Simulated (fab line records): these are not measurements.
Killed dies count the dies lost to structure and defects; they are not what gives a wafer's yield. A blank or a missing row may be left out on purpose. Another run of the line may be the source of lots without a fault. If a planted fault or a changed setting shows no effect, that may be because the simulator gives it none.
Which tool was responsible? | flow n5-finfet | 6 lots, 18 wafers sampled, at 2 steps of a route of 1938

== WHAT THE GAUGES SHOWED, per wafer ==
N5_PASSIVATION_OVL_MEAS_60.
lot  | measured     | on         | TV_OVL (nm)
L567 | day 13 16:01 | overlay-02 | -6 -7 -1
L571 | day 14 22:17 | overlay-02 | -1 -5 -2
L579 | day 16 21:51 | overlay-02 | -2 2 -1
L581 | day 18 01:51 | overlay-02 | 0 2 -4
L585 | day 18 01:53 | overlay-01 | -2 -1 -1
L588 | day 19 05:36 | overlay-02 | -6 2 -4

== WHAT TOOL EACH LOT RAN ON (gives the tool, then ch and the chambers of the sampled wafers, and finally the start) ==
lot  | N5_GATE_CUT_STRIP_41
L567 | rie-diel-06 ch 1,3, day 4 19:28
L571 | rie-diel-03 ch 2,3, day 5 16:49
L579 | rie-diel-06 ch 0,2,3, day 7 20:19
L581 | rie-diel-01 ch 0,1, day 8 05:37
L585 | rie-diel-01 ch 0,1,3, day 9 05:43
L588 | rie-diel-01 ch 1,2,3, day 10 00:31
- N5_GATE_CUT_STRIP_41: strips in CF4.

== THE ANSWER, worked out from the rows above alone ==
Rule: what is usual is taken from the lots themselves. Put in order of their means at a reading, lots are off if they are a third of the lots or fewer, leave a main group of 4 or more, and stand apart from it by a gap of 3 or more times the standard deviation of the main group's means; of several such gaps the widest counts. The tables above print the reading to a certain number of digits; a main group whose means all agree to those digits is not used. Also off: a lot with no number at a reading for which 4 or more lots have one. The other lots that the step has rows for count as sound.
None of the lots is off at any reading shown; this tells nothing.

== WHAT THE SIMULATOR PUT IN ==
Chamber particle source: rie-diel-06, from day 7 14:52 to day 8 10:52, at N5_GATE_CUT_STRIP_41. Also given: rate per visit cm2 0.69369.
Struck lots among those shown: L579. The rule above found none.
